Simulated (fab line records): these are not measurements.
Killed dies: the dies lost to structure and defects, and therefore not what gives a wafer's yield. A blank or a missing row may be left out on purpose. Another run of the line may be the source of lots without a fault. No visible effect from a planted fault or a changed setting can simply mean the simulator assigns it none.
fab line records	flow n5_finfet
record lots=6	wafers=18	last_day=17
route steps=1938 shown BEOL_M7@1330 BEOL_M8@1332
lots with no fault: from the same line, run without faults
start_h: hours from the record's first day to the start of the lot's first wafer shown	wait_h: hours from the lot's prior step to this one	" identical to the entry in the row above	L1.1+2: several wafers, shown together as one row	- no value, or no start was given	* or withheld: withheld	< > ~ a bound
route shown NAME@n: a module of which the file shows steps, and the number in the route of the first	usual: average and standard deviation across the fault-free wafers	same: alike in all rows	chamber/n: place in a boat	sites: readings site by site	_std_site: their standard deviation	_edge_site: mean of outer sites minus mean of inner sites	radius_mm: how far each site lies from the wafer's centre	mask NAME#n: copy n	behind: the most recent tool/chamber to have shaped the wafer	hold: why the lot went on hold/how many hours it stayed there/how the hold came to an end	device: the transistor (n, p or np) that didn't switch	end of line: tests run on the same wafers once the route is complete	step lacking rows: just its recipe	killed: dies that structure and defects cost at the first sort, which is not the same as the wafer's yield	map: shows each die of a wafer: x if killed, . if not, _ if none is there
set.NAME: the setting as run; set.NAME@STEP: as run at that earlier step	model.NAME: the simulator's own value behind a step, which no gauge read
lots seen at some steps along the route; tables by step, rows by wafer
services: from which hour (start_h, from the record's first day; less than 0 if before it) a tool's chamber was out of use, for how many hours, and why
## steps
# step N5_BEOL_M7_RS_MEAS_57
# recipe thk_meas_gauge=four-point-probe	reads=Cu_of_BEOL_M7_ECD_50+Co_of_BEOL_M7_CVD_78+TaN_of_BEOL_M7_ALD_77
# usual M7_RS=0.289/0.0088
lot.wafer	tool	chamber	start_h	wait_h	M7_RS[ohm/sq]
L526.1	film_metro-02	-	200.42	0.1	0.290
L526.3	"	-	"	"	0.298
L526.4	"	-	"	"	0.280
L531.1	film_metro-02	-	238.87	0.1	0.270
L531.2	"	-	"	"	0.287
L531.6	"	-	"	"	0.271
L538.2	film_metro-01	-	292.92	0.1	0.273
L538.3	"	-	"	"	0.290
L538.6	"	-	"	"	0.280
L541.3	film_metro-02	-	308.58	0.1	0.289
L541.4	"	-	"	"	0.285
L541.6	"	-	"	"	0.275
L543.1	film_metro-02	-	313.07	0.1	0.287
L543.5	"	-	"	"	0.295
L543.6	"	-	"	"	0.290
L545.1	film_metro-02	-	329.89	0.1	0.275
L545.4	"	-	"	"	0.292
L545.6	"	-	"	"	0.279
# step N5_BEOL_M7_INSPECT_58
# recipe inspect_instrument=darkfield	mode=post_dep
# usual raw_defect_count=75/24
lot.wafer	tool	chamber	start_h	wait_h	raw_defect_count
L526.1	defect_inspect-02	-	200.45	0.0	29
L526.3	"	-	"	"	45
L526.4	"	-	"	"	44
L531.1	defect_inspect-01	-	238.89	0.0	65
L531.2	"	-	"	"	99
L531.6	"	-	"	"	82
L538.2	defect_inspect-02	-	292.95	0.0	73
L538.3	"	-	"	"	100
L538.6	"	-	"	"	100
L541.3	defect_inspect-02	-	308.61	0.0	53
L541.4	"	-	"	"	59
L541.6	"	-	"	"	77
L543.1	defect_inspect-02	-	313.09	0.0	64
L543.5	"	-	"	"	84
L543.6	"	-	"	"	80
L545.1	defect_inspect-02	-	329.92	0.0	66
L545.4	"	-	"	"	53
L545.6	"	-	"	"	55
# step N5_BEOL_M8_ILD_DEP_00
# recipe material=SiCOH_lowk	target_thk_a=1797.5	temp_c=300	precursor=DEMS/porogen	pressure_torr=5	rf_w=500	time_s=33.4
# usual heater_power_w=325/54	showerhead_plenum_p_Torr=5.746/0.018	throttle_valve_pct=13.5/0.69
lot.wafer	tool	chamber	start_h	wait_h	heater_power_w	showerhead_plenum_p_Torr	throttle_valve_pct
L526.1	pecvd-03	1	200.48	0.0	242	5.721	14.8
L526.3	"	0	"	"	313	5.720	13.3
L526.4	"	2	"	"	252	5.763	14.1
L531.1	pecvd-04	1	238.93	0.0	298	5.741	13.6
L531.2	"	0	"	"	414	5.735	13.1
L531.6	"	0	"	"	407	5.746	13.1
L538.2	pecvd-01	1	292.99	0.0	406	5.757	13.8
L538.3	"	2	"	"	290	5.780	12.5
L538.6	"	0	"	"	280	5.767	13.5
L541.3	pecvd-01	2	308.64	0.0	340	5.761	12.6
L541.4	"	2	"	"	341	5.769	12.7
L541.6	"	0	"	"	324	5.750	13.4
L543.1	pecvd-04	2	313.13	0.0	294	5.741	12.7
L543.5	"	0	"	"	399	5.734	13.2
L543.6	"	2	"	"	307	5.730	12.6
L545.1	pecvd-03	2	329.95	0.0	276	5.759	14.4
L545.4	"	0	"	"	267	5.745	13.0
L545.6	"	2	"	"	284	5.780	14.3
# step N5_BEOL_M8_CURE_74
# recipe temp_c=385	time_s=240	ambient=He/Ar	material=SiCOH_lowk
# step N5_BEOL_M8_THK_MEAS_01
# recipe reads=SiCOH_lowk_of_BEOL_M8_ILD_DEP_00
# usual M8_ILD_THK=154.9/2
lot.wafer	tool	chamber	start_h	wait_h	M8_ILD_THK[nm]
L526.1	film_metro-02	-	201.54	0.8	153.3
L526.3	"	-	"	"	152.5
L526.4	"	-	"	"	157.5
L531.1	film_metro-01	-	239.51	0.4	151.9
L531.2	"	-	"	"	152.0
L531.6	"	-	"	"	153.4
L538.2	film_metro-02	-	293.56	0.4	153.2
L538.3	"	-	"	"	152.1
L538.6	"	-	"	"	155.9
L541.3	film_metro-02	-	309.22	0.3	154.0
L541.4	"	-	"	"	153.8
L541.6	"	-	"	"	155.7
L543.1	film_metro-01	-	313.73	0.4	152.7
L543.5	"	-	"	"	153.4
L543.6	"	-	"	"	155.5
L545.1	film_metro-01	-	330.55	0.4	153.6
L545.4	"	-	"	"	155.1
L545.6	"	-	"	"	156.3
# step N5_BEOL_M8_PECVD_70
# recipe material=SiO2	target_thk_a=200	temp_c=400	precursor=TEOS/O2	pressure_torr=5.5	rf_w=450	teos_flow_sccm=53.8	gas=O2	flow_sccm=3000	time_s=22.7
# usual heater_power_w=738/92	showerhead_plenum_p_Torr=8.82/0.063	throttle_valve_pct=21.6/0.97
lot.wafer	tool	chamber	start_h	wait_h	heater_power_w	showerhead_plenum_p_Torr	throttle_valve_pct
L526.1	pecvd-04	0	201.58	0.0	936	8.74	21.4
L526.3	"	1	"	"	628	8.80	21.9
L526.4	"	0	"	"	938	8.75	21.3
L531.1	pecvd-03	1	239.54	0.0	681	8.72	23.8
L531.2	"	2	"	"	680	8.90	22.6
L531.6	"	2	"	"	668	8.88	22.7
L538.2	pecvd-04	2	293.60	0.0	660	8.76	20.5
L538.3	"	0	"	"	920	8.77	21.2
L538.6	"	2	"	"	662	8.74	20.6
L541.3	pecvd-01	1	309.26	0.0	815	8.80	22.3
L541.4	"	2	"	"	724	8.93	20.3
L541.6	"	0	"	"	693	8.88	21.9
L543.1	pecvd-04	0	313.76	0.0	784	8.76	21.4
L543.5	"	2	"	"	712	8.75	20.2
L543.6	"	0	"	"	789	8.74	21.5
L545.1	pecvd-03	2	330.59	0.0	626	8.91	23.1
L545.4	"	0	"	"	690	8.76	21.2
L545.6	"	2	"	"	618	8.89	23.1
# step N5_BEOL_M8_HM_DEP_02
# recipe material=TiN	target_thk_a=200	temp_c=25	chamber_pressure_pa=0.49996
# usual chamber_pressure_pa=0.4998/0.00092	throttle_valve_pct=30.0/1.2
lot.wafer	tool	chamber	start_h	wait_h	chamber_pressure_pa	throttle_valve_pct
L526.1	pvd_sputter-01	-	204.12	2.5	0.4989	28.1
L526.3	"	-	"	"	0.5001	30.2
L526.4	"	-	"	"	0.4996	30.5
L531.1	pvd_sputter-03	-	239.96	0.4	0.4979	28.7
L531.2	"	-	"	"	0.4994	29.3
L531.6	"	-	"	"	0.4999	30.9
L538.2	pvd_sputter-01	-	293.81	0.2	0.5012	28.2
L538.3	"	-	"	"	0.5009	31.6
L538.6	"	-	"	"	0.5013	30.0
L541.3	pvd_sputter-02	-	310.05	0.8	0.4999	29.1
L541.4	"	-	"	"	0.4995	32.0
L541.6	"	-	"	"	0.5001	30.1
L543.1	pvd_sputter-01	-	314.15	0.4	0.4991	31.7
L543.5	"	-	"	"	0.5009	28.4
L543.6	"	-	"	"	0.4996	31.4
L545.1	pvd_sputter-02	-	330.81	0.2	0.5000	32.2
L545.4	"	-	"	"	0.4994	29.1
L545.6	"	-	"	"	0.5009	30.3
# step N5_BEOL_M8_COAT_59
# recipe resist=SOC	temp_c=250	time_s=60	spin_rpm=1500	resist_thk_nm=100
# step N5_BEOL_M8_COAT_60
# recipe resist=SiARC	temp_c=220	time_s=60	spin_rpm=1500	resist_thk_nm=35
# step N5_BEOL_M8_COAT_05
# recipe resist=CAR-ArF	spin_rpm=1500	resist_thk_nm=90
# step N5_BEOL_M8_EBR_07
# recipe solvent=PGMEA	ebr_width_mm=1.5
# step N5_BEOL_M8_SOFTBAKE_06
# recipe temp_c=110	time_s=60	resist=CAR-ArF
# step N5_BEOL_M8_EXPOSE_08
# recipe mask_id=M8	na=1.35	source_shape=dipole	sigma_inner=0.817	sigma_outer=0.97	polarization=te	dose_mj=68.25
# same sigma_inner=0.817
lot.wafer	tool	chamber	start_h	wait_h	mask
L526.1+3+4	arfi_scanner-02	0	204.49	-	M8#0
L531.1+2+6	arfi_scanner-03	0	240.33	-	M8#0
L538.2+3+6	arfi_scanner-03	0	294.19	-	M8#0
L541.3+4+6	arfi_scanner-03	0	310.43	-	M8#0
L543.1+5+6	arfi_scanner-01	0	314.52	-	M8#0
L545.1+4+6	arfi_scanner-01	0	331.07	-	M8#0
# step N5_BEOL_M8_PEB_09
# recipe peb_temp_c=withheld	peb_time_s=60	resist=CAR-ArF
# step N5_BEOL_M8_DEVELOP_10
# recipe develop_time_s=30	developer=TMAH	resist=CAR-ArF	rinse_liquid=diw	dry=air_spin	dev_temp_c=23
# step N5_BEOL_M8_CD_MEAS_11
# recipe target_cd_nm=38.5	landing_energy_ev=500	detector=se_inlens	polarity=opening
# usual cd_nm=38.8/0.53
lot.wafer	tool	chamber	start_h	wait_h	cd_nm
L526.1	cd_sem-01	0	204.62	-	38.0
L526.3	"	0	"	"	38.5
L526.4	"	0	"	"	39.2
L531.1	cd_sem-01	0	240.46	-	39.5
L531.2	"	0	"	"	39.6
L531.6	"	0	"	"	38.7
L538.2	cd_sem-01	0	294.31	-	37.9
L538.3	"	0	"	"	37.8
L538.6	"	0	"	"	37.5
L541.3	cd_sem-01	0	310.55	-	38.1
L541.4	"	0	"	"	38.0
L541.6	"	0	"	"	38.1
L543.1	cd_sem-02	0	314.65	-	38.5
L543.5	"	0	"	"	38.6
L543.6	"	0	"	"	38.1
L545.1	cd_sem-02	0	331.20	-	39.0
L545.4	"	0	"	"	38.7
L545.6	"	0	"	"	38.1
# step N5_BEOL_M8_OVL_MEAS_12
# recipe points_per_wafer=44
# usual M8_OVL=-0.1/0.75
lot.wafer	tool	chamber	start_h	wait_h	M8_OVL[nm]
L526.1	overlay-01	0	204.65	0.0	-0.2
L526.3	"	0	"	"	-1.0
L526.4	"	0	"	"	-1.9
L531.1	overlay-01	0	240.49	0.0	-1.1
L531.2	"	0	"	"	0.1
L531.6	"	0	"	"	-0.8
L538.2	overlay-02	0	294.34	0.0	0.2
L538.3	"	0	"	"	0.1
L538.6	"	0	"	"	-0.9
L541.3	overlay-01	0	310.58	0.0	0.7
L541.4	"	0	"	"	-0.3
L541.6	"	0	"	"	0.1
L543.1	overlay-01	0	314.68	0.0	-0.2
L543.5	"	0	"	"	0.2
L543.6	"	0	"	"	1.3
L545.1	overlay-01	0	331.23	0.0	-0.3
L545.4	"	0	"	"	0.2
L545.6	"	0	"	"	1.1
# step N5_BEOL_M8_INSPECT_13
# recipe mode=adi	inspect_instrument=brightfield
# usual raw_defect_count=425/110
lot.wafer	tool	chamber	start_h	wait_h	raw_defect_count
L526.1	defect_inspect-02	-	204.68	0.0	291
L526.3	"	-	"	"	358
L526.4	"	-	"	"	276
L531.1	defect_inspect-01	-	240.51	0.0	399
L531.2	"	-	"	"	329
L531.6	"	-	"	"	471
L538.2	defect_inspect-01	-	294.37	0.0	377
L538.3	"	-	"	"	649
L538.6	"	-	"	"	558
L541.3	defect_inspect-02	-	310.61	0.0	330
L541.4	"	-	"	"	308
L541.6	"	-	"	"	410
L543.1	defect_inspect-02	-	314.70	0.0	348
L543.5	"	-	"	"	390
L543.6	"	-	"	"	379
L545.1	defect_inspect-02	-	331.26	0.0	370
L545.4	"	-	"	"	335
L545.6	"	-	"	"	283
# step N5_BEOL_M8_DESCUM_16
# recipe chemistry=O2	time_s=7.9	source_power_w=50	bias_power_w=20	pressure_mtorr=20	rf_frequency_hz=2.712e+07	temp_c=40	resist=CAR-ArF	o2_flow_sccm=225
# usual drypump_motor_current_A=5.7/0.45	oes_product_au=0.82/0.095	rf_vpp_V=243.7/1.4	showerhead_plenum_p_Torr=2.12/0.067	throttle_valve_pct=20.32/0.17
lot.wafer	tool	chamber	start_h	wait_h	drypump_motor_current_A	oes_product_au	rf_hours_counter_h	rf_vpp_V	showerhead_plenum_p_Torr	throttle_valve_pct
L526.1	rie_diel-02	1	204.72	0.0	6.2	0.71	223	244.5	2.14	20.31
L526.3	"	3	"	"	5.6	0.73	182	242.3	2.08	20.42
L526.4	"	2	"	"	5.2	0.70	237	244.3	2.16	20.83
L531.1	rie_diel-02	3	240.55	0.0	5.6	0.72	193	244.2	2.08	20.42
L531.2	"	1	"	"	6.2	0.69	235	242.6	2.14	20.33
L531.6	"	2	"	"	5.2	0.69	-	245.0	2.16	20.87
L538.2	rie_diel-02	0	294.40	0.0	5.3	0.69	248	240.1	1.99	20.48
L538.3	"	3	"	"	5.6	0.70	220	241.5	2.07	20.47
L538.6	"	2	"	"	5.2	0.98	-	244.7	2.16	20.53
L541.3	rie_diel-04	1	310.70	0.1	6.3	0.89	39	242.1	2.05	20.18
L541.4	"	3	"	"	6.4	0.83	86	244.1	2.12	20.54
L541.6	"	0	"	"	6.7	0.85	-	246.4	2.22	20.51
L543.1	rie_diel-02	1	315.00	0.3	6.2	0.92	12	244.2	2.13	19.97
L543.5	"	1	"	"	6.2	0.92	-	243.5	2.13	19.98
L543.6	"	2	"	"	5.2	0.94	-	244.3	2.15	20.51
L545.1	rie_diel-02	1	331.29	0.0	6.2	0.91	18	243.1	2.13	19.97
L545.4	"	3	"	"	5.6	0.68	235	243.6	2.06	20.48
L545.6	"	1	"	"	6.2	0.91	-	244.0	2.13	19.98
# step N5_BEOL_M8_ETCH_61
# recipe chemistry=CF4	target=SiARC	target_depth_a=455	mask_material=CAR-ArF	time_s=75.8	ion_energy_ev=80	pressure_mtorr=40	source_w=545	bias_w=36	Ar_flow_sccm=100	cf4_flow_sccm=100	ends=cleared
# usual drypump_motor_current_A=5.7/0.45	etch_rf_on_time_s=75.6/1.8	mfc_ar_sccm=100.0/0.3	oes_product_au=0.70/0.077	rf_vpp_V=184.5/1.1	showerhead_plenum_p_Torr=2.17/0.064	throttle_valve_pct=15.49/0.16
lot.wafer	tool	chamber	start_h	wait_h	drypump_motor_current_A	etch_rf_on_time_s	mfc_ar_sccm	oes_product_au	rf_hours_counter_h	rf_vpp_V	showerhead_plenum_p_Torr	throttle_valve_pct	model.BEOL_M8.cd_offset_nm
L526.1	rie_diel-02	1	204.76	0.0	6.3	77.6	100.0	0.60	223	184.0	2.20	15.61	0
L526.3	"	3	"	"	5.6	73.1	99.9	0.63	182	183.7	2.13	15.59	0.2
L526.4	"	2	"	"	5.3	76.6	99.9	0.59	237	183.8	2.20	15.96	0.8
L531.1	rie_diel-02	3	240.58	0.0	5.7	73.2	100.6	0.62	193	184.4	2.13	15.62	1
L531.2	"	1	"	"	6.2	78.4	99.8	0.59	235	183.5	2.20	15.65	0.8
L531.6	"	2	"	"	5.2	76.7	99.8	0.59	-	184.8	2.19	16.00	0.2
L538.2	rie_diel-02	0	294.43	0.0	5.3	77.8	99.9	0.57	248	183.0	2.03	15.63	-1
L538.3	"	3	"	"	5.6	73.5	99.8	0.61	220	183.8	2.12	15.66	-0.6
L538.6	"	2	"	"	5.2	75.9	99.9	0.82	-	183.8	2.19	15.51	-1
L541.3	rie_diel-04	1	310.74	0.0	6.3	72.7	100.5	0.77	39	184.1	2.09	15.25	-1.2
L541.4	"	3	"	"	6.4	76.7	100.0	0.68	86	183.5	2.17	15.71	-0.4
L541.6	"	0	"	"	6.7	74.9	100.8	0.73	-	186.2	2.26	15.58	-0.4
L543.1	rie_diel-02	1	315.03	0.0	6.2	78.1	100.0	0.78	12	184.4	2.19	15.21	0.2
L543.5	"	1	"	"	6.2	78.0	99.8	0.79	-	185.3	2.19	15.20	0.4
L543.6	"	2	"	"	5.2	75.5	100.5	0.80	-	184.6	2.18	15.54	-0.2
L545.1	rie_diel-02	1	331.33	0.0	6.2	79.5	99.9	0.76	18	184.5	2.19	15.21	0.2
L545.4	"	3	"	"	5.6	74.1	100.4	0.59	235	183.9	2.11	15.70	0.2
L545.6	"	1	"	"	6.2	79.2	99.5	0.77	-	184.5	2.19	15.22	-0.4
# step N5_BEOL_M8_ETCH_62
# recipe chemistry=N2/H2	target=SOC	target_depth_a=1100	overetch_a=220	mask_material=SiARC	temp_c=40	time_s=165	ion_energy_ev=200	pressure_mtorr=30	source_w=840	bias_w=150	n2_flow_sccm=200	h2_flow_sccm=200
# usual drypump_motor_current_A=5.7/0.45	oes_product_au=0.69/0.078	rf_vpp_V=524.9/2.3	showerhead_plenum_p_Torr=2.58/0.082	throttle_valve_pct=17.73/0.22
lot.wafer	tool	chamber	start_h	wait_h	drypump_motor_current_A	oes_product_au	rf_hours_counter_h	rf_vpp_V	showerhead_plenum_p_Torr	throttle_valve_pct
L526.1	rie_diel-02	1	204.82	0.0	6.2	0.60	223	526.8	2.63	17.91
L526.3	"	3	"	"	5.6	0.62	182	524.4	2.53	17.83
L526.4	"	2	"	"	5.3	0.60	237	526.5	2.64	18.36
L531.1	rie_diel-02	3	240.64	0.0	5.6	0.61	193	524.6	2.52	17.84
L531.2	"	1	"	"	6.3	0.59	235	526.2	2.62	17.92
L531.6	"	2	"	"	5.2	0.58	-	526.8	2.63	18.39
L538.2	rie_diel-02	0	294.49	0.0	5.3	0.58	248	521.0	2.38	17.65
L538.3	"	3	"	"	5.6	0.59	220	522.3	2.51	17.89
L538.6	"	2	"	"	5.3	0.82	-	525.3	2.63	17.99
L541.3	rie_diel-04	1	310.79	0.0	6.3	0.75	39	521.9	2.48	17.42
L541.4	"	3	"	"	6.4	0.69	86	526.4	2.57	17.87
L541.6	"	0	"	"	6.7	0.71	-	525.6	2.71	17.88
L543.1	rie_diel-02	1	315.09	0.0	6.2	0.79	12	526.0	2.61	17.52
L543.5	"	1	"	"	6.2	0.78	-	525.7	2.61	17.53
L543.6	"	2	"	"	5.2	0.79	-	524.8	2.62	18.02
L545.1	rie_diel-02	1	331.38	0.0	6.3	0.78	18	525.9	2.60	17.54
L545.4	"	3	"	"	5.6	0.58	236	522.9	2.50	17.93
L545.6	"	1	"	"	6.3	0.78	-	525.9	2.60	17.54
## services
tool	chamber	start_h	hours	kind
arfi_scanner-02	-	202.79	1.3	pm
arfi_scanner-01	-	203.27	1.3	pm
arfi_scanner-02	-	206.25	2.5	repair
arfi_scanner-01	-	210.78	14.0	repair
arfi_scanner-03	-	211.60	1.0	pm
arfi_scanner-02	-	226.14	1.0	pm
pecvd-03	0	227.38	25.5	repair
arfi_scanner-03	-	227.96	2.5	repair
pvd_sputter-01	-	231.67	2.2	repair
arfi_scanner-02	-	234.30	0.2	repair
pvd_sputter-01	-	236.50	2.7	repair
arfi_scanner-03	-	247.56	1.3	pm
rie_diel-02	0	261.10	2.4	repair
arfi_scanner-01	-	261.46	0.8	pm
pecvd-01	-	262.81	2.8	pm
arfi_scanner-03	-	275.68	4.9	pm
arfi_scanner-01	-	284.12	1.0	pm
arfi_scanner-02	-	291.68	1.0	pm
pecvd-04	1	297.75	48.4	repair
arfi_scanner-03	-	304.09	0.5	repair
arfi_scanner-03	-	314.23	0.8	pm
arfi_scanner-01	-	314.90	1.0	pm
pecvd-03	1	321.47	16.8	repair
arfi_scanner-01	-	328.77	1.3	pm
## key
first_sign step=N5_BEOL_M8_CD_MEAS_11	reading=cd_nm	direction=down	sigmas=1.7	usual=38.8	struck=37.9	through=control_loop
effect none on later readings
model_effect step=N5_BEOL_M8_ETCH_61	value=BEOL_M8.cd_offset_nm	without=0.1333	struck=-0.7667
met_at N5_BEOL_M8_EXPOSE_08
struck_wafers L538.2,L538.3,L538.6,L541.3,L541.4,L541.6
loop_trim step=N5_BEOL_M8_EXPOSE_08	setting=dose	lots=L541
onset_between 240.33 294.19
also_fits N5_BEOL_M8_ILD_DEP_00:pecvd-01
fault kind=process_parameter_drift	tool=arfi_scanner-03	chamber=-	onset_h=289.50	steps=N5_BEOL_M8_EXPOSE_08	channel=dose_mj	offset=-1.251	shape=step	acts_in=these_recipes_only	stated=68.25
# loop_trim: a control loop set the setting to another value than it would have without faults
